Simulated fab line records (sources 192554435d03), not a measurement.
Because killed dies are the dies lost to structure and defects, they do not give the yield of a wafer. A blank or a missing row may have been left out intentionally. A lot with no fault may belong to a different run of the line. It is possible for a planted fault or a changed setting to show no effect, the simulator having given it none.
What tool caused it? | flow n5_finfet | Sampling: 9 lots, 27 wafers, 3 of 1938 route steps

## WHAT THE GAUGES SHOWED, per wafer
N5_MOL_CONTACT_COAG_THK_MEAS_53.
lot  | measured     | on            | VIA_MOL_THK (nm)
L751 | day 5 16:08  | film_metro-02 | 43.8 44.4 44.5
L752 | day 6 00:48  | film_metro-02 | 43.1 43.9 44.6
L754 | day 6 10:08  | film_metro-01 | 43.7 43.0 43.5
L755 | day 6 21:32  | film_metro-02 | 43.6 44.1 44.1
L757 | day 7 06:23  | film_metro-02 | 43.5 43.0 44.3
L758 | day 7 08:40  | film_metro-01 | 43.5 43.8 37.6
L761 | day 8 09:10  | film_metro-02 | 37.2 43.6 44.0
L771 | day 10 22:06 | film_metro-02 | 43.3 43.5 44.2
L772 | day 10 23:14 | film_metro-02 | 42.4 42.9 43.3

## TOOL THAT RAN EACH LOT (tool first, then ch and the chambers of the sampled wafers, then the start)
lot  | N5_MOL_CONTACT_COAG_PECVD_31   | N5_MOL_CONTACT_COAG_ETCH_47
L751 | pecvd-04 ch 0,1, day 5 12:35   | rie_diel-03 ch 1,3, day 5 13:46
L752 | pecvd-04 ch 0,1,2, day 5 19:31 | rie_diel-03 ch 1,3, day 5 22:04
L754 | pecvd-01 ch 0,2, day 6 06:43   | rie_diel-05 ch 0,2,3, day 6 07:53
L755 | pecvd-03 ch 0,1,2, day 6 17:11 | rie_diel-05 ch 0,3, day 6 18:46
L757 | pecvd-04 ch 0,2, day 7 01:41   | rie_diel-02 ch 0,1,3, day 7 03:10
L758 | pecvd-04 ch 0,1,2, day 7 04:55 | rie_diel-03 ch 1,2,3, day 7 06:18
L761 | pecvd-04 ch 0,1,2, day 8 04:46 | rie_diel-05 ch 0,1,2, day 8 06:47
L771 | pecvd-01 ch 0,1, day 10 17:57  | rie_diel-05 ch 0,1,2, day 10 19:05
L772 | pecvd-01 ch 0,1, day 10 19:30  | rie_diel-03 ch 1,2, day 10 20:43
- N5_MOL_CONTACT_COAG_PECVD_31: deposits SiO2 from TEOS/O2, target thk 46 nm, time 8.9 s.
- N5_MOL_CONTACT_COAG_ETCH_47: etches SiNx in CH3F/O2, stops on W, target depth 27 nm.

## THE ANSWER, worked out from the rows above alone
Rule: the lots themselves supply what counts as usual. The widest of any qualifying gaps counts: lots, ordered by their means at a reading, are off when they make up no more than a third of the lots, leave a main group of 4 or more, and stand apart from it by 3 or more times the standard deviation of that group's means. Not used: any main group whose means are identical at the precision the tables above print for the reading. Also off: a lot with no number at a reading for which 4 or more lots have one. Any other lot the step has rows for is counted as sound.
Off: L758, L761, at N5_MOL_CONTACT_COAG_THK_MEAS_53 (VIA_MOL_THK). For the main group the mean is 43.7 nm and the standard deviation 0.4.
A tool fits if, at a process step before that reading, it ran every lot that is off, and no sound lot after the first of them. Gauges at N5_MOL_CONTACT_COAG_THK_MEAS_53: tried the same way as those tools. One fits: N5_MOL_CONTACT_COAG_PECVD_31 on pecvd-04. A fault onset in the window from L757 (day 7 01:41, its last sound lot) to L758 (day 7 04:55, its first lot off) fits.

## WHAT THE SIMULATOR HAD PUT IN
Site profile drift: pecvd-04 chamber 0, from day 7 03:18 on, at N5_MOL_CONTACT_COAG_PECVD_31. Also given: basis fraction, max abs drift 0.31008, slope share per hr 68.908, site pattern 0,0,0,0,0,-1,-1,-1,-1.
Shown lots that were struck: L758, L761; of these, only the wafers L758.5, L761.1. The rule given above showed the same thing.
